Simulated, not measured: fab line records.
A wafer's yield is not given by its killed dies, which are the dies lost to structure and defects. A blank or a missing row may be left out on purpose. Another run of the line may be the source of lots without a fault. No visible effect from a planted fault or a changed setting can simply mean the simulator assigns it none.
Which tool was responsible?	flow n5Finfet	10 lots with 30 wafers sampled at 5 steps, on a route of 1938 steps

== WHAT EACH GAUGE READ, for each wafer ==
N5_BEOL_M2_RS_MEAS_58: the measuring method here is four-point-probe.
lot	measured	on	M2_RS (ohm/sq)
L568	day 7 21:16	filmMetro-01	0.718 0.688 0.716
L571	day 8 07:47	filmMetro-02	0.690 0.667 0.685
L572	day 8 12:24	filmMetro-01	0.719 0.706 0.726
L575	day 8 22:23	filmMetro-02	0.705 0.706 0.688
L577	day 10 04:10	filmMetro-02	0.703 0.718 0.779
L578	day 10 11:19	filmMetro-02	0.699 0.689 0.696
L586	day 12 03:39	filmMetro-01	0.681 0.695 0.681
L589	day 12 15:18	filmMetro-01	0.666 0.647 0.715
L590	day 13 05:24	filmMetro-02	0.669 0.654 0.646
L591	day 13 11:39	filmMetro-02	0.643 0.631 0.654

N5_BEOL_M3_CD_MEAS_28: target cd 25.7 nm, target cd y 23.3 nm.
lot	measured	on	cdNm (nm)
L568	day 7 23:05	cdSem-03	25.44 25.11 25.48
L571	day 8 11:09	cdSem-03	25.91 25.68 25.59
L572	day 8 14:55	cdSem-02	25.82 25.71 25.36
L575	day 9 01:42	cdSem-01	26.02 25.99 25.62
L577	day 10 06:52	cdSem-02	25.78 25.95 25.71
L578	day 10 13:32	cdSem-01	25.63 25.28 25.68
L586	day 12 05:27	cdSem-02	25.75 26.18 25.64
L589	day 12 18:25	cdSem-01	25.64 25.26 25.67
L590	day 13 07:26	cdSem-03	25.93 25.56 25.59
L591	day 13 15:40	cdSem-02	25.75 25.64 25.85

N5_BEOL_M4_RC_MEAS_101.
lot	measured	on	DIBL_N (mV/V)	DIBL_P (mV/V)	IOFF_N (nA/um)	IOFF_P (nA/um)	ION_N (uA/um)	ION_P (uA/um)	SS_N (mV/dec)	SS_P (mV/dec)	VT_N (mV)	VT_P (mV)
L568	day 9 13:01	prober-01	33.9 35.4 35.7	34.2 35.7 36.5	0.12 0.16 0.17	0.17 0.19 0.21	659 677 694	451 457 467	71.3 71.1 70.8	73.7 73.4 73.6	252 250 246	-257 -253 -252
L571	day 9 15:58	prober-01	37.4 36.3 33.0	36.8 36.0 32.4	0.14 0.13 0.09	0.21 0.20 0.15	676 670 649	465 468 456	71.4 71.3 70.2	73.0 72.5 72.0	254 252 257	-247 -250 -251
L572	day 10 16:19	prober-02	34.8 34.9 33.5	35.5 35.1 34.3	0.14 0.14 0.12	0.20 0.20 0.18	672 666 661	463 462 457	70.9 70.7 70.3	73.6 72.9 72.7	252 251 254	-252 -248 -251
L575	day 10 19:42	prober-02	34.2 36.7 36.2	33.5 37.9 36.5	0.13 0.18 0.16	0.18 0.24 0.22	675 684 683	465 471 460	70.3 71.8 70.8	72.5 73.6 73.1	252 246 249	-250 -246 -250
L577	day 11 21:04	prober-02	40.6 37.0 39.7	41.8 38.9 41.3	0.22 0.14 0.20	0.27 0.20 0.24	697 661 671	467 457 457	72.3 71.7 72.9	74.2 73.3 74.5	246 254 247	-247 -249 -249
L578	day 12 00:44	prober-02	34.0 36.6 33.7	32.1 35.7 32.3	0.13 0.18 0.12	0.18 0.24 0.18	666 673 665	458 470 460	71.1 72.5 70.4	72.2 73.2 72.5	253 246 253	-250 -246 -248
L586	day 13 16:46	prober-01	40.9 38.3 38.9	41.1 37.2 38.2	0.26 0.18 0.20	0.30 0.23 0.24	700 689 691	476 466 462	72.6 71.8 71.8	75.2 73.6 74.7	243 249 249	-247 -251 -249
L589	day 14 21:56	prober-02	36.0 39.7 38.7	34.2 38.0 37.5	0.14 0.20 0.18	0.21 0.28 0.26	677 687 677	467 476 471	71.6 71.6 71.9	73.0 73.2 73.5	251 247 247	-244 -243 -245
L590	day 15 02:20	prober-02	37.0 37.4 35.2	38.6 39.4 37.4	0.19 0.20 0.17	0.23 0.23 0.21	689 696 681	460 470 468	71.7 72.3 71.6	74.1 73.4 73.8	247 247 250	-250 -251 -251
L591	day 15 05:06	prober-01	36.0 37.5 36.2	35.5 37.4 36.2	0.14 0.18 0.16	0.20 0.24 0.21	676 682 678	466 473 466	70.8 71.7 71.3	73.0 73.2 73.0	251 249 250	-249 -247 -248

== WHICH TOOL RAN EACH LOT (tool, then ch and the chambers of the sampled wafers, then the start) ==
lot	N5_BEOL_M3_STRIP_66	N5_BEOL_M3_COAT_22
L568	rieDiel-01 ch 0,2,3, day 7 22:33	lithoTrack-04 ch 0, day 7 22:49
L571	rieDiel-02 ch 1,3, day 8 10:25	lithoTrack-05 ch 0, day 8 10:45
L572	rieDiel-02 ch 0,1,3, day 8 14:15	lithoTrack-02 ch 0, day 8 14:31
L575	rieDiel-02 ch 1,2, day 9 01:07	lithoTrack-05 ch 0, day 9 01:25
L577	rieDiel-02 ch 1,2,3, day 10 06:08	lithoTrack-05 ch 0, day 10 06:28
L578	rieDiel-05 ch 1,3, day 10 13:00	lithoTrack-05 ch 0, day 10 13:16
L586	rieDiel-01 ch 0,2, day 12 04:51	lithoTrack-02 ch 0, day 12 05:10
L589	rieDiel-05 ch 0,2,3, day 12 17:52	lithoTrack-04 ch 0, day 12 18:08
L590	rieDiel-01 ch 1,2,3, day 13 06:41	lithoTrack-04 ch 0, day 13 07:02
L591	rieDiel-05 ch 0,2,3, day 13 14:59	lithoTrack-05 ch 0, day 13 15:16
- N5_BEOL_M3_STRIP_66: strips in CF4.
- N5_BEOL_M3_COAT_22: resist thk 30 nm.

== WHAT THE TOOLS THEMSELVES READ (means of the sampled wafers that have a number; where no wafer has one, the mark that the record gives instead) ==
N5_BEOL_M3_STRIP_66.
lot	tool	drypumpMotorCurrentA (A)	oesProductAu (a.u.)	rfVppV (V)	showerheadPlenumPTorr (Torr)	throttleValvePct (%)
L568	rieDiel-01	6.0	0.80	271.5	1.79	13.74
L571	rieDiel-02	5.9	0.91	272.5	1.86	13.28
L572	rieDiel-02	5.8	0.85	271.6	1.87	13.54
L575	rieDiel-02	6.0	0.75	271.7	1.81	13.52
L577	rieDiel-02	6.1	0.82	272.1	1.84	13.44
L578	rieDiel-05	5.9	0.72	271.2	1.81	13.77
L586	rieDiel-01	6.2	0.84	272.6	1.85	13.67
L589	rieDiel-05	5.6	0.77	272.0	1.80	13.65
L590	rieDiel-01	5.8	0.87	272.9	1.84	13.54
L591	rieDiel-05	5.6	0.76	270.7	1.80	13.67

N5_BEOL_M3_COAT_22.
lot	tool	resistLineTempC (C)	spinSpeedRpm (rpm)
L568	lithoTrack-04	22.99	1500.9
L571	lithoTrack-05	22.93	1499.9
L572	lithoTrack-02	22.97	1500.3
L575	lithoTrack-05	22.99	1501.0
L577	lithoTrack-05	23.07	1608.1
L578	lithoTrack-05	22.99	1607.5
L586	lithoTrack-02	23.04	1499.6
L589	lithoTrack-04	23.05	1500.3
L590	lithoTrack-04	22.92	1499.9
L591	lithoTrack-05	22.96	1500.7

== THE ANSWER, worked out from the rows above alone ==
Rule: the lots themselves supply what counts as usual. The widest of any qualifying gaps counts: lots, ordered by their means at a reading, are off when they make up no more than a third of the lots, leave a main group of 4 or more, and stand apart from it by 3 or more times the standard deviation of that group's means. If all means in a main group match to the digits the tables above print for the reading, that group is not used. Also off: a lot with no number at a reading for which 4 or more lots have one. Where the step has rows for the other lots, those lots are counted as sound. First the gauges in route order, then the tools' own readings, where a lot's mean is used as printed above. At the first step where some lot is off, the reading lying furthest off is the one used; lots without a number count as furthest.
Off: L577, L578 (N5_BEOL_M3_COAT_22, spinSpeedRpm). The main group has a mean of 1500.3 rpm with a standard deviation of 0.48.
A tool fits if, at that step or a process step before it, it ran every lot that is off, and no sound lot after the first of them. Not one of the candidates tried fits.

== WHAT THE SIMULATOR HAD INSERTED ==
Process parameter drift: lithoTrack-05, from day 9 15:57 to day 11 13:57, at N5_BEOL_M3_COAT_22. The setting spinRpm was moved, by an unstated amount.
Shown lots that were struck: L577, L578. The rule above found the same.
